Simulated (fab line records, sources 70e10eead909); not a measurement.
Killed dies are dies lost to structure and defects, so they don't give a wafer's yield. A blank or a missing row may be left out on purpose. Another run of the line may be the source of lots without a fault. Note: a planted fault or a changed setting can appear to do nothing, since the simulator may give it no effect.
Chamber matching	flow nandHarc	4 sister chambers for NHARC_A_STAIRCASE_ALD_420 on aldHk-03
The step deposits SiO2, target thk 20 nm, pulse time 6 s, ald cycles 200. 4 wafers are shown with their chamber, then 7 later ones without.

EACH WAFER AND ITS CHAMBER
wafer	chamber	heaterPowerW (W)
L081.4	2	424
L082.1	1	348
L082.2	3	450
L088.5	0	432

WAFERS MISSING THEIR CHAMBER
wafer	heaterPowerW (W)
L088.6	444
L091.1	341
L091.3	430
L091.4	457
L094.3	440
L094.4	353
L094.6	421

CHAMBER TAKEN BY EACH
wafer	from the rows above	in truth
L088.6	can't be placed: 3 or 0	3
L091.1	1	1
L091.3	can't be placed: 0 or 2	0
L091.4	3	3
L094.3	can't be placed: 0 or 3 or 2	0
L094.4	1	1
L094.6	can't be placed: 2 or 0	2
Correct placement for 3 of the 7. These rows do not allow placing 4 (true chamber among the candidates in 4). Wrongly placed: 0.
How it was worked out, from the rows above alone: a wafer's distance from a chamber is the root of the sum, over the readings, of the square of ((its reading less the chamber's mean) divided by the reading's scatter). The wafer belongs to the nearest chamber; if the next one is less than 2 further off, it can't be placed. For every chamber, the mean is computed from those of its wafers that are shown. The scatter: with one shown wafer a chamber, the root of the mean of the squares of how far each hidden wafer lies from its nearest shown one.
